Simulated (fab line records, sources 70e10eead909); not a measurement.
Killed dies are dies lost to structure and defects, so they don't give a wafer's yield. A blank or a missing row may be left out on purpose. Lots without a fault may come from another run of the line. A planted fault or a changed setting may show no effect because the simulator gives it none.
fab line records | flow nand_harc
record lots=14 wafers=39 last_day=33
route steps=1302 shown A_M1@1184
lots that met no fault: from a run of the same line without faults
start_h: hours from the record's first day to the start of the lot's first wafer shown | wait_h: hours since the lot's step before | " the same as in the row above | L1.1+2: a row that stands for several wafers | - no value, or no start given | * or withheld: withheld | < > ~ a bound
route shown NAME@n: a module of which the file shows steps, and the number in the route of the first | usual: mean/standard deviation of fault-free wafers | same: alike in all rows | chamber/n: place in a boat | sites: the reading at each site | _std_site: their standard deviation | _edge_site: outer sites' mean less inner sites' | radius_mm: how far each site lies from the wafer's centre | mask NAME#n: copy n | behind: the tool/chamber that last shaped the wafer | hold: why the lot was held/for how many hours/how that ended | device: the transistor (n, p or np) that didn't switch | end of line: the same wafers' tests at the end of the route | a step without rows: its recipe alone | killed: dies lost to structure and defects at the first sort, not the wafer's yield | map: a wafer's dies, x killed, . not, _ none there
set.NAME: the setting as run; set.NAME@STEP: as run at that earlier step | model.NAME: the simulator's own value behind a step, which no gauge read
steps of the route over a sample of lots; a table a step, a row a wafer
services: from which hour (start_h, from the record's first day; less than 0 if before it) a tool's chamber was out of use, for how many hours, and why
## steps
# step NHARC_A_M1_ETCH_15
# recipe target_depth_a=1825 time_s=91.2 c4f8_flow_sccm=withheld ar_flow_sccm=400 rf_w=600 bias_w=300 chemistry=C4F8/Ar
# usual oes_product_au=0.953/0.021 rf_vpp_V=440.6/2.8
# columns lot.wafer tool chamber start_h wait_h oes_product_au rf_hours_counter_h rf_vpp_V
L814.4 rie_diel-02 0 - - 0.950 6.5 437.0
L814.2 " 1 " " 0.969 6.7 442.5
L814.1 " 3 " " 0.936 6.1 438.3
L812.1 rie_diel-02 2 - - 0.955 7.2 437.8
L812.6 " 2 " " 0.947 - 438.3
L812.5 " 3 " " 0.976 - 438.4
L816.1 rie_diel-02 0 - - 0.925 7.3 436.0
L816.3 " 2 " " 0.916 8.1 438.8
L816.4 " 3 " " 0.907 6.8 438.1
L817.1 rie_diel-03 2 - - 0.983 3.1 443.0
L817.2 " 3 " " 0.976 3.0 444.3
L817.3 " 0 " " 0.957 2.8 438.1
L818.2 rie_diel-12 3 - - 0.936 8.9 438.7
L818.3 " 0 " " 0.912 9.1 446.2
L818.5 " 1 " " 0.915 - 443.7
L819.3 rie_diel-12 1 - - 0.928 9.3 442.0
L819.6 " 3 " " 0.944 - 437.7
L819.5 " 0 " " 0.912 - 446.1
L820.2 rie_diel-02 0 - - 0.957 2.9 437.2
L820.5 " 1 " " 0.967 - 441.9
L820.4 " 3 " " 0.949 - 439.3
L824.2 rie_diel-02 2 - - 0.984 3.1 437.9
L824.6 " 0 " " 0.960 - 436.5
L824.5 " 1 " " 0.965 - 441.8
L829.4 rie_diel-03 3 - - 0.957 1.9 445.2
L829.5 " 3 " " 0.959 - 444.3
L830.2 rie_diel-03 3 - - 0.933 2.0 442.1
L830.5 " 0 " " 0.918 - 438.7
L831.5 rie_diel-02 0 - - 0.967 - 437.8
L831.6 " 1 " " 0.964 - 441.9
L832.1 rie_diel-12 1 - - 0.970 3.5 440.9
L832.2 " 2 " " 0.967 2.9 444.7
L832.5 " 0 " " 0.953 - 444.5
L833.2 rie_diel-03 3 - - 0.947 2.9 444.4
L833.4 " 0 " " 0.975 2.5 438.4
L833.5 " 3 " " 0.957 - 443.4
L835.2 rie_diel-03 1 - - 0.962 2.3 438.1
L835.3 " 2 " " 0.925 3.2 443.3
L835.6 " 3 " " 0.935 - 445.0
# step NHARC_A_M1_CD_MEAS_16
# usual cd_nm=120.0/0.77
# columns lot.wafer tool chamber start_h wait_h cd_nm
L814.1 cd_sem-01 - 533.79 - 120.9
L814.2 " - " " 121.3
L814.4 " - " " 120.2
L812.1 cd_sem-02 - 535.11 - 119.3
L812.5 " - " " 119.7
L812.6 " - " " 120.2
L816.1 cd_sem-03 - 557.86 - 119.9
L816.3 " - " " 120.3
L816.4 " - " " 121.5
L817.1 cd_sem-01 - 582.02 - 119.4
L817.2 " - " " 119.5
L817.3 " - " " 120.1
L818.2 cd_sem-01 - 587.79 - 119.3
L818.3 " - " " 118.4
L818.5 " - " " 119.4
L819.3 cd_sem-02 - 605.94 - 119.5
L819.5 " - " " 120.1
L819.6 " - " " 120.0
L820.2 cd_sem-02 - 618.94 - 120.4
L820.4 " - " " 119.6
L820.5 " - " " 119.7
L824.2 cd_sem-01 - 639.99 - 121.3
L824.5 " - " " 120.7
L824.6 " - " " 121.8
L829.4 cd_sem-01 - 701.83 - 120.2
L829.5 " - " " 119.8
L830.2 cd_sem-01 - 706.38 - 119.6
L830.5 " - " " 119.5
L831.5 cd_sem-03 - 713.59 - 120.6
L831.6 " - " " 119.9
L832.1 cd_sem-01 - 721.41 - 119.2
L832.2 " - " " 118.6
L832.5 " - " " 119.1
L833.2 cd_sem-03 - 736.33 - 119.6
L833.4 " - " " 119.6
L833.5 " - " " 119.0
L835.2 cd_sem-01 - 755.42 - 119.5
L835.3 " - " " 119.7
L835.6 " - " " 120.4
# step NHARC_A_M1_PVD_20
# recipe target_thk_a=50 bias_v=168.6 power_w=15000 chamber_pressure_pa=0.12 time_s=8.06 substrate_temp_c=50 material=TaN
# usual substrate_temp_c=50.02/0.12 throttle_valve_pct=29.8/1.1
# columns lot.wafer tool chamber start_h wait_h substrate_temp_c throttle_valve_pct
L814.2 pvd_sputter-02 - - - 50.01 30.0
L814.1 " - " " 49.96 28.4
L814.4 " - " " 49.87 28.8
L812.1 pvd_sputter-01 - - - 50.10 31.6
L812.5 " - " " 50.02 30.4
L812.6 " - " " 49.79 30.0
L816.3 pvd_sputter-03 - - - 49.91 30.5
L816.1 " - " " 49.98 29.6
L816.4 " - " " 50.08 29.1
L817.2 pvd_sputter-02 - - - 50.09 28.4
L817.3 " - " " 49.99 29.1
L817.1 " - " " 49.90 30.4
L818.2 pvd_sputter-03 - - - 50.00 29.0
L818.3 " - " " 49.91 30.6
L818.5 " - " " 49.81 29.7
L819.3 pvd_sputter-03 - - - 50.02 30.4
L819.5 " - " " 49.96 29.5
L819.6 " - " " 50.07 29.2
L820.2 pvd_sputter-02 - - - 50.05 28.2
L820.4 " - " " 49.97 29.8
L820.5 " - " " 50.16 28.7
L824.2 pvd_sputter-03 - - - 50.24 29.2
L824.5 " - " " 50.10 30.5
L824.6 " - " " 50.10 29.3
L829.4 pvd_sputter-03 - - - 49.96 30.3
L829.5 " - " " 49.84 29.4
L830.2 pvd_sputter-02 - - - 49.89 31.2
L830.5 " - " " 50.03 31.3
L831.5 pvd_sputter-03 - - - 50.06 29.3
L831.6 " - " " 50.12 29.3
L832.2 pvd_sputter-02 - - - 50.04 31.5
L832.1 " - " " 50.11 28.5
L832.5 " - " " 50.20 31.3
L833.4 pvd_sputter-02 - - - 50.18 28.1
L833.2 " - " " 50.03 28.6
L833.5 " - " " 50.03 31.2
L835.3 pvd_sputter-01 - - - 50.30 30.7
L835.2 " - " " 50.02 29.5
L835.6 " - " " 50.04 30.5
# step NHARC_A_M1_ECD_22
# recipe target_thk_a=4000 bath_temp_c=25 material=Cu
# usual bath_heat_duty_pct=6.7/1
# columns lot.wafer tool chamber start_h wait_h bath_heat_duty_pct
L814.1 ecd_cu-01 1 534.87 - 6.4
L814.2 " 0 " " 5.6
L814.4 " 0 " " 6.7
L812.1 ecd_cu-02 0 536.19 - 8.0
L812.5 " 0 " " 7.8
L812.6 " 1 " " 5.6
L816.1 ecd_cu-02 1 558.99 - 6.3
L816.4 " 0 " " 8.9
L816.3 " 1 " " 5.9
L817.2 ecd_cu-01 1 583.10 - 5.9
L817.1 " 0 " " 6.8
L817.3 " 0 " " 5.6
L818.2 ecd_cu-01 1 589.08 - 5.8
L818.3 " 1 " " 5.8
L818.5 " 0 " " 5.7
L819.3 ecd_cu-01 1 607.16 - 6.6
L819.5 " 0 " " 5.4
L819.6 " 1 " " 5.9
L820.2 ecd_cu-01 0 620.00 - 6.4
L820.4 " 1 " " 6.6
L820.5 " 0 " " 6.8
L824.2 ecd_cu-01 0 641.10 - 6.2
L824.6 " 0 " " 5.9
L824.5 " 1 " " 5.6
L829.4 ecd_cu-02 0 703.05 - 9.1
L829.5 " 1 " " 6.0
L830.2 ecd_cu-02 0 707.45 - 7.7
L830.5 " 0 " " 8.5
L831.5 ecd_cu-02 0 714.85 - 8.1
L831.6 " 1 " " 6.5
L832.2 ecd_cu-01 0 722.48 - 6.4
L832.1 " 1 " " 5.7
L832.5 " 0 " " 5.9
L833.2 ecd_cu-01 0 737.48 - 6.9
L833.4 " 1 " " 5.7
L833.5 " 0 " " 6.7
L835.2 ecd_cu-01 0 756.49 - 5.9
L835.3 " 0 " " 5.7
L835.6 " 1 " " 5.8
# step NHARC_A_M1_CMP_23
# recipe t_overpolish_s=20 target_thk_nm=154.34
# usual motor_current_A=11.6/1.1 time_to_endpoint_s=29.0/2.7
# columns lot.wafer tool chamber start_h wait_h motor_current_A time_to_endpoint_s
L814.4 cmp-01 1 535.60 - 10.4 30.1
L814.1 " 2 " " 12.8 25.1
L814.2 " 3 " " 11.5 32.4
L812.1 cmp-02 2 536.91 - 11.1 31.8
L812.6 " 2 " " 11.9 32.7
L812.5 " 3 " " 11.6 32.6
L816.4 cmp-03 1 559.69 - 11.7 25.8
L816.3 " 2 " " 11.1 26.9
L816.1 " 3 " " 9.9 32.5
L817.1 cmp-02 2 583.82 - 12.4 31.1
L817.2 " 3 " " 12.0 29.0
L817.3 " 0 " " 11.2 31.5
L818.2 cmp-03 3 589.84 - 10.4 30.2
L818.3 " 0 " " 14.2 25.6
L818.5 " 3 " " 10.4 29.4
L819.3 cmp-03 1 607.77 - 11.1 26.8
L819.6 " 1 " " 11.1 26.7
L819.5 " 2 " " 11.0 32.7
L820.2 cmp-03 3 620.76 - 10.0 30.5
L820.4 " 1 " " 11.6 25.7
L820.5 " 3 " " 10.7 33.3
L824.2 cmp-03 2 641.90 - 11.2 31.5
L824.6 " 3 " " 10.1 33.6
L824.5 " 0 " " 14.6 26.6
L829.4 cmp-02 3 703.62 - 12.1 31.2
L829.5 " 0 " " 11.2 16.4
L830.2 cmp-03 2 708.21 - 10.8 28.2
L830.5 " 2 " " 10.5 18.5
L831.6 cmp-03 1 715.49 - 11.4 12.1
L831.5 " 2 " " 11.5 13.9
L832.2 cmp-03 0 723.20 - 14.0 23.8
L832.1 " 2 " " 11.1 28.3
L832.5 " 1 " " 10.8 21.3
L833.2 cmp-02 0 738.15 - 11.4 29.0
L833.4 " 1 " " 11.6 27.6
L833.5 " 1 " " 11.1 26.0
L835.2 cmp-01 2 757.24 - 13.3 26.7
L835.3 " 3 " " 10.8 31.4
L835.6 " 1 " " 11.0 29.2
## services
# columns tool chamber start_h hours kind
ecd_cu-01 - 512.00 8.0 pm
cmp-03 - 518.74 0.6 repair
pvd_sputter-03 - 526.03 10.0 pm
cmp-03 - 537.66 10.0 repair
cmp-03 - 554.88 4.0 pm
cmp-03 - 560.85 0.6 repair
rie_diel-02 - 570.76 9.0 pm
rie_diel-03 - 589.65 0.9 repair
ecd_cu-02 - 596.29 8.0 pm
rie_diel-03 2 602.34 2.5 repair
rie_diel-02 2 616.76 8.7 repair
rie_diel-02 1 620.83 4.5 repair
rie_diel-03 2 622.11 8.9 repair
rie_diel-03 - 635.36 9.0 pm
pvd_sputter-02 - 638.00 10.0 pm
cmp-03 - 652.88 4.0 pm
rie_diel-03 2 670.03 9.5 repair
ecd_cu-01 - 688.00 8.0 pm
pvd_sputter-03 - 704.03 10.0 pm
rie_diel-03 1 704.93 7.5 repair
pvd_sputter-03 - 733.46 1.7 repair
rie_diel-03 0 744.10 13.9 repair
rie_diel-02 - 747.76 9.0 pm
cmp-03 - 750.93 4.0 pm
## key
first_sign step=NHARC_A_M1_CMP_23 reading=time_to_endpoint_s direction=down sigmas=5.2 usual=* struck=*
effect none on later readings
met_at NHARC_A_M1_ECD_22
struck_lots L829,L830,L831
struck_wafers L829.5,L830.5,L831.5,L831.6
sort_left_out L829.5
not_acting_at NHARC_A_M1_ETCH_15,NHARC_A_M1_CD_MEAS_16,NHARC_A_M1_PVD_20
onset_between 558.99 703.05
fault kind=process_parameter_drift tool=ecd_cu-02 chamber=- onset_h=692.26 steps=NHARC_A_M1_ECD_22 channel=target_thk_a offset=* shape=step end_h=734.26 scope=struck_wafers_only acts_in=* stated=*
# sort_left_out: the simulated sort isn't trusted on such a fault, so these wafers' sort isn't shown, and their yield isn't known
